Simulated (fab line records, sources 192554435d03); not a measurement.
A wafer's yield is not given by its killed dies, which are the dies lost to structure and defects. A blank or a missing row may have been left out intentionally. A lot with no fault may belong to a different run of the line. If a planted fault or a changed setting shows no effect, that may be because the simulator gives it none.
Problem report, 8D (eight disciplines) form, completed by code ; flow n5 finfet ; the parts of the form that need people (team, actions taken, sign-off) are left out

== 1. WHAT WENT WRONG ==
RS_SD_P at N5_SD_ACTIVATION_RS_MEAS_03 reads a mean of 156.9 ohm/sq on 6 wafers of 2 lots; wafers without a fault read 56.1 ohm/sq with a standard deviation of 0.84. That is +99 or more standard deviations from the usual mean.
The step: measures by four-point-probe.
First seen on wafer L164.2, day 5 06:11, on film metro-02. At this step, 28 wafers from 10 lots have a number in the record. Rule for "out" (also "out of limits"): further than 4 standard deviations from the usual mean. The other wafers with a number count as sound.

== 2. WHAT IT IS; WHAT IT IS NOT ==
question;is;is not
which readings at this step;RS_SD_P;RS_SD_N
which lots;L164, L166;L157, L160, L165, L171, L175, L176, L178, L179
which wafers of those lots;all that have a number;-
read on which gauges;film metro-01, film metro-02;-
when;from day 5 06:11;"up to then (6 sound wafers); but 16 sound wafers of L165, L171, L175, L176, L178, L179 came after"

== 3. THE SUSPECTS, EACH WITH WHAT RULES IT OUT ==
Counting: any tool at a process step up to the reading is kept as a suspect provided that every lot that is out went through it and no sound lot did after the first of them.
- ruled out: the gauge at N5_SD_ACTIVATION_RS_MEAS_03. 2 gauges (film metro-01, film metro-02) read the wafers that are out.
- epi rpcvd-01 at N5_SD_EPI_P_EPI_21 (deposits SiGe:B, time 355 s): ruled out as a lasting fault. The sound lots L176, L179 went through it after L164, its earliest lot that is out (day 5 03:43).
Left after counting: nothing in the record.

== 4. THE CAUSE (what the simulator had put in) ==
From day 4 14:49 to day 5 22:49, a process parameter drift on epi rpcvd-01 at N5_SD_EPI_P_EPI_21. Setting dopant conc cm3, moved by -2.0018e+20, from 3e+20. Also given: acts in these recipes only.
Counting ruled it out, wrongly: the rule takes a fault to strike every lot that its tool runs from its start on, and this one did not.

== 5. SEQUENCE OF EFFECTS, ordered by route ==
One row per reading whose mean, taken over the struck wafers that have a number, lies over 3 standard deviations from the usual. Readings are gone through only where the record gives a usual standard deviation; hours: the median, over the lots, of the time from a lot's start at the first step in this table giving one to that lot's start at this step; sigmas: the change measured in usual standard deviations.
hours;step;reading;usual;on struck wafers;change;sigmas
0;N5_SD_ACTIVATION_RS_MEAS_03;RS_SD_P;56.1 ohm/sq;156.9;+100.8;+99 or more
113;N5_BEOL_M4_RC_MEAS_101;ION_P;463 uA/um;391;-72;-9.0
113;N5_BEOL_M4_RC_MEAS_101;RC_DENSE_P;23.9 ohm.um;50.7;+26.8;+53
113;N5_BEOL_M4_RC_MEAS_101;RC_P;19.5 ohm.um;41.3;+21.8;+55
113;N5_BEOL_M4_RC_MEAS_101;REXT_P;100.2 ohm.um;203.6;+103.4;+38
113;N5_BEOL_M4_RC_MEAS_101;RS_SD_P;66.0 ohm/sq;169.1;+103.1;+94
113;N5_BEOL_M4_RC_MEAS_101;VT_P_LVT;-98.2 mV;-106.5;-8.3;-3.1
224;N5_PASSIVATION_PROBE_49;sort_bin_8_speed;0.00 %;91.21;+91.21;+99 or more
224;N5_PASSIVATION_PROBE_49;sort n pass;1076;0;-1076;-67
224;N5_PASSIVATION_PROBE_49;sort yield pct;91.2 %;0.0;-91.2;-70
Its process steps:
- N5_PASSIVATION_PROBE_49
Later steps that measure or inspect, where all struck wafers having a row at the step show a number for every such reading and not one has moved that far: N5_ILD0_THK_MEAS_13.

== 6. HOW IT WOULD HAVE BEEN CAUGHT EARLIER ==
The first out-of-limits reading at a measuring or inspecting step in this record came at day 5 06:11, 15 hours after the fault's start at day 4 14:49.
